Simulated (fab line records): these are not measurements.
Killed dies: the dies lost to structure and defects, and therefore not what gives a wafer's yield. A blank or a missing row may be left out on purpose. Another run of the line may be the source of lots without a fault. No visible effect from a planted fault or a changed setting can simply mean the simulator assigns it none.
Chamber matching || flow n5Finfet || rieDiel-03 running N5_FIN_SAQP_ETCH_57: 4 sister chambers
The step etches SiNx in CH3F/O2, target depth 32.5 nm, time 46.4 s. 14 wafers are shown with their chamber, then 7 later ones without.

WAFERS WITH THEIR CHAMBER
{"wafer": "L074.1", "chamber": 0, "showerheadPlenumPTorr (Torr)": 2.08, "throttleValvePct (%)": 16.60, "oesProductAu (a.u.)": 0.64}
{"wafer": "L074.3", "chamber": 3, "showerheadPlenumPTorr (Torr)": 2.06, "throttleValvePct (%)": 16.17, "oesProductAu (a.u.)": 0.81}
{"wafer": "L074.5", "chamber": 2, "showerheadPlenumPTorr (Torr)": 1.93, "throttleValvePct (%)": 16.27, "oesProductAu (a.u.)": 0.67}
{"wafer": "L080.1", "chamber": 0, "showerheadPlenumPTorr (Torr)": 2.07, "throttleValvePct (%)": 16.65, "oesProductAu (a.u.)": 0.64}
{"wafer": "L080.2", "chamber": 3, "showerheadPlenumPTorr (Torr)": 2.06, "throttleValvePct (%)": 16.20, "oesProductAu (a.u.)": 0.78}
{"wafer": "L080.6", "chamber": 3, "showerheadPlenumPTorr (Torr)": 2.06, "throttleValvePct (%)": 16.19, "oesProductAu (a.u.)": 0.78}
{"wafer": "L081.2", "chamber": 3, "showerheadPlenumPTorr (Torr)": 2.06, "throttleValvePct (%)": 16.20, "oesProductAu (a.u.)": 0.79}
{"wafer": "L081.4", "chamber": 0, "showerheadPlenumPTorr (Torr)": 2.07, "throttleValvePct (%)": 16.64, "oesProductAu (a.u.)": 0.63}
{"wafer": "L081.5", "chamber": 2, "showerheadPlenumPTorr (Torr)": 1.93, "throttleValvePct (%)": 16.28, "oesProductAu (a.u.)": 0.66}
{"wafer": "L086.1", "chamber": 3, "showerheadPlenumPTorr (Torr)": 2.05, "throttleValvePct (%)": 16.20, "oesProductAu (a.u.)": 0.78}
{"wafer": "L086.2", "chamber": 0, "showerheadPlenumPTorr (Torr)": 2.07, "throttleValvePct (%)": 16.67, "oesProductAu (a.u.)": 0.63}
{"wafer": "L086.5", "chamber": 2, "showerheadPlenumPTorr (Torr)": 1.93, "throttleValvePct (%)": 16.29, "oesProductAu (a.u.)": 0.66}
{"wafer": "L093.3", "chamber": 2, "showerheadPlenumPTorr (Torr)": 1.92, "throttleValvePct (%)": 16.32, "oesProductAu (a.u.)": 0.65}
{"wafer": "L093.4", "chamber": 1, "showerheadPlenumPTorr (Torr)": 1.91, "throttleValvePct (%)": 16.61, "oesProductAu (a.u.)": 0.62}

SIGNATURES, as means of the wafers listed above
{"reading": "showerheadPlenumPTorr", "chamber 0": 2.0725, "chamber 1": 1.9100, "chamber 2": 1.9275, "chamber 3": 2.0580, "scatter within a chamber": 0.0048}
{"reading": "throttleValvePct", "chamber 0": 16.6400, "chamber 1": 16.6100, "chamber 2": 16.2900, "chamber 3": 16.1920, "scatter within a chamber": 0.0216}
{"reading": "oesProductAu", "chamber 0": 0.6350, "chamber 1": 0.6200, "chamber 2": 0.6600, "chamber 3": 0.7880, "scatter within a chamber": 0.0099}
Rule: for a wafer and a chamber, the distance is found by dividing, reading by reading, the gap between the wafer's reading and the chamber's mean by the reading's scatter, squaring, summing and taking the root. If the next closest chamber is less than 2 further off than the closest, the wafer can't be placed; otherwise it belongs to the closest. The scatter: the root of (the sum of the squares of (reading less its chamber's mean) over the shown wafers, divided by (wafers less chambers)).

WAFERS WITH NO CHAMBER GIVEN
{"wafer": "L093.5", "showerheadPlenumPTorr (Torr)": 2.05, "throttleValvePct (%)": 16.22, "oesProductAu (a.u.)": 0.75}
{"wafer": "L096.1", "showerheadPlenumPTorr (Torr)": 2.05, "throttleValvePct (%)": 16.25, "oesProductAu (a.u.)": 0.73}
{"wafer": "L096.2", "showerheadPlenumPTorr (Torr)": 2.06, "throttleValvePct (%)": 16.71, "oesProductAu (a.u.)": 0.61}
{"wafer": "L096.3", "showerheadPlenumPTorr (Torr)": 1.90, "throttleValvePct (%)": 16.62, "oesProductAu (a.u.)": 0.62}
{"wafer": "L097.1", "showerheadPlenumPTorr (Torr)": 2.04, "throttleValvePct (%)": 16.23, "oesProductAu (a.u.)": 0.73}
{"wafer": "L097.4", "showerheadPlenumPTorr (Torr)": 2.06, "throttleValvePct (%)": 16.71, "oesProductAu (a.u.)": 0.61}
{"wafer": "L097.5", "showerheadPlenumPTorr (Torr)": 1.90, "throttleValvePct (%)": 16.62, "oesProductAu (a.u.)": 0.61}

WHICH CHAMBER EACH ONE RAN IN
{"wafer": "L093.5", "from the rows above": 3, "in truth": 3}
{"wafer": "L096.1", "from the rows above": 3, "in truth": 3}
{"wafer": "L096.2", "from the rows above": 0, "in truth": 0}
{"wafer": "L096.3", "from the rows above": 1, "in truth": 1}
{"wafer": "L097.1", "from the rows above": 3, "in truth": 3}
{"wafer": "L097.4", "from the rows above": 0, "in truth": 0}
{"wafer": "L097.5", "from the rows above": 1, "in truth": 1}
Placed correctly: 7 of 7. From these rows, 0 cannot be placed. Placed wrongly: 0.
